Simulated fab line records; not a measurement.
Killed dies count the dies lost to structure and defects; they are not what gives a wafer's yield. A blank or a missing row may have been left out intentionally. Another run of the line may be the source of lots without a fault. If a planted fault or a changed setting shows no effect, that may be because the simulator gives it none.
Chamber matching | flow n5Finfet | N5_BEOL_M4_ETCH_77 on rieDiel-02 has 4 sister chambers
The step etches underlayer in N2/H2, target depth 6.5 nm, time 5.2 s. 20 wafers are shown with their chamber, then 10 later ones without.

== WAFERS, EACH WITH ITS CHAMBER ==
wafer  | chamber | showerheadPlenumPTorr (Torr) | throttleValvePct (%) | rfVppV (V)
L075.1 | 2       | 2.48                         | 17.69                | 521.0
L075.2 | 3       | 2.49                         | 18.27                | 525.3
L075.3 | 0       | 2.41                         | 17.62                | 520.7
L075.4 | 0       | 2.41                         | 17.62                | 521.6
L075.5 | 2       | 2.48                         | 17.68                | 522.8
L075.6 | 3       | 2.49                         | 18.27                | 524.6
L081.1 | 0       | 2.41                         | 17.65                | 522.1
L081.2 | 3       | 2.49                         | 18.27                | 521.6
L081.4 | 2       | 2.48                         | 17.72                | 523.3
L079.1 | 3       | 2.49                         | 18.29                | 523.7
L079.5 | 2       | 2.48                         | 17.70                | 521.7
L079.6 | 1       | 2.57                         | 17.70                | 525.0
L082.2 | 3       | 2.49                         | 18.28                | 523.2
L082.3 | 0       | 2.41                         | 17.66                | 519.4
L082.4 | 2       | 2.48                         | 17.71                | 521.6
L085.1 | 1       | 2.56                         | 17.70                | 524.5
L085.3 | 2       | 2.48                         | 17.32                | 521.0
L085.5 | 0       | 2.40                         | 17.66                | 518.3
L086.1 | 1       | 2.56                         | 17.73                | 525.0
L086.3 | 2       | 2.48                         | 17.32                | 521.2

SIGNATURES (means of the wafers above)
reading               | chamber 0 | chamber 1 | chamber 2 | chamber 3 | scatter within a chamber
showerheadPlenumPTorr | 2.4080    | 2.5633    | 2.4800    | 2.4900    | 0.00303
throttleValvePct      | 17.6420   | 17.7100   | 17.5914   | 18.2760   | 0.115
rfVppV                | 520.420   | 524.833   | 521.800   | 523.680   | 1.2
Rule: a wafer lies at a distance from a chamber equal to the root of the sum of squares, over the readings, of (its reading less the chamber's mean, divided by the reading's scatter). If the next closest chamber is less than 2 further off than the closest, the wafer can't be placed; otherwise it belongs to the closest. The scatter is the square root of a quotient: the sum, over the shown wafers, of each reading's squared deviation from its chamber's mean, divided by wafers minus chambers.

== WAFERS WITHOUT THEIR CHAMBER ==
wafer  | showerheadPlenumPTorr (Torr) | throttleValvePct (%) | rfVppV (V)
L086.6 | 2.48                         | 17.32                | 522.1
L087.1 | 2.56                         | 17.74                | 525.2
L087.3 | 2.48                         | 17.31                | 520.6
L087.4 | 2.48                         | 17.31                | 522.3
L090.3 | 2.48                         | 17.79                | 524.9
L090.4 | 2.47                         | 17.35                | 522.5
L090.6 | 2.40                         | 17.70                | 520.2
L092.1 | 2.47                         | 17.36                | 523.3
L092.2 | 2.48                         | 17.76                | 520.9
L092.5 | 2.56                         | 17.77                | 525.9

== CHAMBER TAKEN BY EACH ==
wafer  | from the rows above | in truth
L086.6 | 2                   | 2
L087.1 | 1                   | 1
L087.3 | 2                   | 2
L087.4 | 2                   | 2
L090.3 | 2                   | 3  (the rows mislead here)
L090.4 | 2                   | 2
L090.6 | 0                   | 0
L092.1 | 2                   | 2
L092.2 | 2                   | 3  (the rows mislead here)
L092.5 | 1                   | 1
Correctly placed: 8 of 10. Can't be placed from these rows: 0. 2 placed wrongly.
